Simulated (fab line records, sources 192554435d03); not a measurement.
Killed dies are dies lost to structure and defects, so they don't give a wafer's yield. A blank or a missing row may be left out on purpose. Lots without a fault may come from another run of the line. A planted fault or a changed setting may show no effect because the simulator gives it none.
Chamber matching | flow n5_finfet | N5_FIN_SAQP_ETCH_69 on rie_diel-06: 4 sister chambers
The step etches SOC in N2/H2, stops on SiNx, target depth 150 nm. 8 wafers are shown with their chamber, then 12 later ones without.

WAFERS WITH THEIR CHAMBER
wafer  | chamber | drypump_motor_current_A (A) | throttle_valve_pct (%)
L078.6 | 0       | 5.3                         | 18.10
L085.2 | 0       | 5.3                         | 17.68
L087.3 | 2       | 5.5                         | 17.80
L087.4 | 3       | 5.2                         | 17.52
L087.6 | 1       | 6.7                         | 17.92
L093.1 | 1       | 6.6                         | 17.94
L093.2 | 3       | 5.2                         | 17.54
L093.3 | 2       | 5.4                         | 17.80

WAFERS WITHOUT THEIR CHAMBER
wafer  | drypump_motor_current_A (A) | throttle_valve_pct (%)
L093.4 | 5.3                         | 17.73
L093.5 | 6.7                         | 17.93
L093.6 | 5.5                         | 17.79
L095.1 | 5.1                         | 17.53
L095.2 | 6.7                         | 17.95
L095.3 | 5.4                         | 17.80
L095.4 | 5.3                         | 17.71
L095.5 | 5.3                         | 17.72
L095.6 | 5.1                         | 17.54
L096.1 | 5.1                         | 17.56
L096.2 | 5.3                         | 17.72
L096.6 | 6.7                         | 17.94

WHICH CHAMBER EACH WENT THROUGH
wafer  | from the rows above          | in truth
L093.4 | can't be placed: 0 or 3 or 2 | 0
L093.5 | 1                            | 1
L093.6 | 2                            | 2
L095.1 | 3                            | 3
L095.2 | 1                            | 1
L095.3 | can't be placed: 2 or 0      | 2
L095.4 | can't be placed: 0 or 3 or 2 | 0
L095.5 | can't be placed: 0 or 3 or 2 | 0
L095.6 | 3                            | 3
L096.1 | 3                            | 3
L096.2 | can't be placed: 0 or 3 or 2 | 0
L096.6 | 1                            | 1
Placed correctly: 7 of 12. Can't be placed from these rows: 5 (the true chamber is among the candidates in 5). Placed wrongly: 0.
How it was worked out, from the rows above alone: a wafer's distance from a chamber is the root of the sum, over the readings, of the square of ((its reading less the chamber's mean) divided by the reading's scatter). The wafer belongs to the nearest chamber; if the next one is less than 2 further off, it can't be placed. A chamber's mean is the mean of its shown wafers. The scatter: the root of (the sum of the squares of (reading less its chamber's mean) over the shown wafers, divided by (wafers less chambers)).
